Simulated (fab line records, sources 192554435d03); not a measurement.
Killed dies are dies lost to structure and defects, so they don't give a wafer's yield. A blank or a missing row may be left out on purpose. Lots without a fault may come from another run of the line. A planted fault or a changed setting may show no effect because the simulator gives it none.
Split-lot experiment | flow n5_finfet | 7 lots, 21 wafers read, on a route of 1938 steps

THE SPLIT
At N5_BEOL_M10_COAT_22 (resist thk 90 nm), the setting spin_rpm was moved away from the recipe's 1500 rpm on 7 of the 21 wafers read, by -9.1% to +10.7%. The other wafers ran this setting at the recipe's value.

The file shows no step between the split and the reading.

THE READING
CAR-ArF_of_BEOL_M10_COAT_22.thk_nm (the simulator's own value, which no gauge read), in nm, at N5_BEOL_M10_DEVELOP_27 (develop time 30 s). The file gives no usual value for it. The 14 wafers here that ran the recipe average 88.4 nm, standard deviation 0.31 nm.

wafer  | tool, chamber at the split | spin_rpm as run, rpm | against the recipe | CAR-ArF_of_BEOL_M10_COAT_22.thk_nm, nm | against lot-mates on the recipe
L076.1 | litho_track-03, 0          | 1500                 | recipe             | 88.4                                   | -
L076.2 | litho_track-03, 0          | 1500                 | recipe             | 88.2                                   | -
L076.4 | litho_track-03, 0          | 1364                 | -9.1%              | 93                                     | +4.7
L078.2 | litho_track-05, 0          | 1500                 | recipe             | 88.6                                   | -
L078.3 | litho_track-05, 0          | 1500                 | recipe             | 88.6                                   | -
L078.5 | litho_track-05, 0          | 1500                 | recipe             | 88.6                                   | -
L086.1 | litho_track-05, 0          | 1500                 | recipe             | 88.6                                   | -
L086.3 | litho_track-05, 0          | 1500                 | recipe             | 88.2                                   | -
L086.6 | litho_track-05, 0          | 1500                 | recipe             | 88.6                                   | -
L085.4 | litho_track-02, 0          | 1500                 | recipe             | 87.6                                   | -
L085.5 | litho_track-02, 0          | 1500                 | recipe             | 88                                     | -
L085.6 | litho_track-02, 0          | 1592                 | +6.1%              | 85.2                                   | -2.6
L093.2 | litho_track-02, 0          | 1588                 | +5.9%              | 86.2                                   | -2.2
L093.4 | litho_track-02, 0          | 1500                 | recipe             | 88.4                                   | -
L093.6 | litho_track-02, 0          | 1588                 | +5.9%              | 86                                     | -2.4
L092.1 | litho_track-02, 0          | 1588                 | +5.9%              | 85.8                                   | -3.0
L092.2 | litho_track-02, 0          | 1500                 | recipe             | 88.8                                   | -
L092.5 | litho_track-02, 0          | 1588                 | +5.9%              | 85.8                                   | -3.0
L096.2 | litho_track-05, 0          | 1500                 | recipe             | 88                                     | -
L096.3 | litho_track-05, 0          | 1500                 | recipe             | 88.4                                   | -
L096.4 | litho_track-05, 0          | 1660                 | +10.7%             | 83.6                                   | -4.6

THE FIT
A straight line over all 21 wafers: CAR-ArF_of_BEOL_M10_COAT_22.thk_nm changes by -0.46 nm for each +1% of spin_rpm; r = -0.99; the points scatter about the line by 0.33 nm.
The same after taking each lot's own level away (the mean of its wafers on the recipe; 21 wafers): -0.463 nm for each +1%; r = -0.99; scatter 0.25 nm.
On that fit, the largest move of spin_rpm shifts the reading by 4.9 nm.
The lots' own levels span 87.80 to 88.80 nm, that is 3.2 times the standard deviation above.
So the lot-to-lot level changes the slope little: the two slopes agree.
Check: with one of the wafers moved furthest among these (+10.7%) left out of the fit, the line predicts -4.99 nm for it against its lot-mates. It came out at -4.6 nm against them.

OTHER SPLITS ON THESE WAFERS
These wafers also went through other splits before the reading. Each is held against what the fit with the lots' levels taken away leaves over:
other split on the same wafers | wafers away from the commonest value | r with CAR-ArF_of_BEOL_M10_COAT_22.thk_nm (lot level and that fit taken away)
N5_BEOL_M9_COAT_60 spin_rpm    | 6                                    | -0.26

THE WHOLE CHAIN: every reading that the file lists as answering this split, in the file's order
step                   | what it does      | reading                                                                             | change (the file's fit)               | r (the file's)
N5_BEOL_M10_COAT_22    | resist thk 90 nm  | CAR-ArF_of_BEOL_M10_COAT_22.thk_nm (the simulator's own value, which no gauge read) | -0.449 nm for each +1% of the setting | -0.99
N5_BEOL_M10_DEVELOP_27 | develop time 30 s | CAR-ArF_of_BEOL_M10_COAT_22.thk_nm (the simulator's own value, which no gauge read) | -0.459 nm for each +1% of the setting | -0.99

THE FILE'S OWN FIT
CAR-ArF_of_BEOL_M10_COAT_22.thk_nm changes by -0.459 nm for each +1% of spin_rpm, r = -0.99.
